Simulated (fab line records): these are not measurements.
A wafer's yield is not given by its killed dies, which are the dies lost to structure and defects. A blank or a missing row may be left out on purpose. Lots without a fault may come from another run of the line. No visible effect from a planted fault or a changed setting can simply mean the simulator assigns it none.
Matching of chambers	flow n5 finfet	rie diel-05 running N5_BEOL_M13_TRENCH_ETCH_34: 4 sister chambers
The step etches SiOC in C4F8/O2/Ar, target depth 413.47 nm, time 162.6 s. 20 wafers are shown with their chamber, then 10 later ones without.

## WAFERS PAIRED WITH THEIR CHAMBERS
wafer	chamber	drypump motor current A (A)	showerhead plenum p Torr (Torr)	throttle valve pct (%)
L074.2	2	6.2	3.35	24.20
L074.5	0	5.9	3.38	24.02
L074.6	3	6.4	3.40	24.52
L077.1	0	5.8	3.37	24.05
L077.2	3	6.4	3.40	24.54
L077.5	3	6.4	3.40	24.54
L076.1	2	6.2	3.34	24.21
L076.2	1	5.4	3.46	24.00
L076.4	3	6.4	3.40	24.54
L078.1	0	5.8	3.37	24.04
L078.3	3	6.4	3.40	24.54
L078.5	2	6.2	3.34	24.22
L084.1	3	6.4	3.39	24.56
L084.2	1	5.4	3.46	24.03
L084.4	3	6.4	3.39	24.56
L085.2	3	6.4	3.38	24.58
L085.3	0	5.8	3.36	23.77
L085.6	1	5.4	3.45	24.04
L087.2	0	5.8	3.36	23.78
L087.3	1	5.4	3.45	24.05

SIGNATURES, as means of the wafers listed above
reading	chamber 0	chamber 1	chamber 2	chamber 3	scatter within a chamber
drypump motor current A	5.820	5.400	6.200	6.400	0.0224
showerhead plenum p Torr	3.3680	3.4550	3.3433	3.3950	0.00727
throttle valve pct	23.9320	24.0300	24.2100	24.5475	0.0736
Rule: distance of a wafer from a chamber = root of the sum over the readings of ((wafer's reading minus chamber's mean) / reading's scatter) squared. If the next closest chamber is less than 2 further off than the closest, the wafer can't be placed; otherwise it belongs to the closest. The scatter: the root of (the sum of the squares of (reading less its chamber's mean) over the shown wafers, divided by (wafers less chambers)).

## WAFERS WHOSE CHAMBER IS MISSING
wafer	drypump motor current A (A)	showerhead plenum p Torr (Torr)	throttle valve pct (%)
L087.5	5.8	3.36	23.76
L089.2	5.4	3.45	24.04
L089.4	5.4	3.45	24.06
L089.5	5.8	3.36	23.79
L090.1	5.4	3.45	24.05
L090.4	5.8	3.36	23.78
L090.5	6.4	3.38	24.59
L096.1	6.2	3.32	24.28
L096.2	5.3	3.44	24.07
L096.3	5.8	3.35	23.78

## WHICH CHAMBER EACH ONE RAN IN
wafer	from the rows above	in truth
L087.5	0	0
L089.2	1	1
L089.4	1	1
L089.5	0	0
L090.1	1	1
L090.4	0	0
L090.5	3	3
L096.1	2	2
L096.2	1	1
L096.3	0	0
Correct placement for 10 of the 10. Not placeable from these rows: 0. 0 placed wrongly.
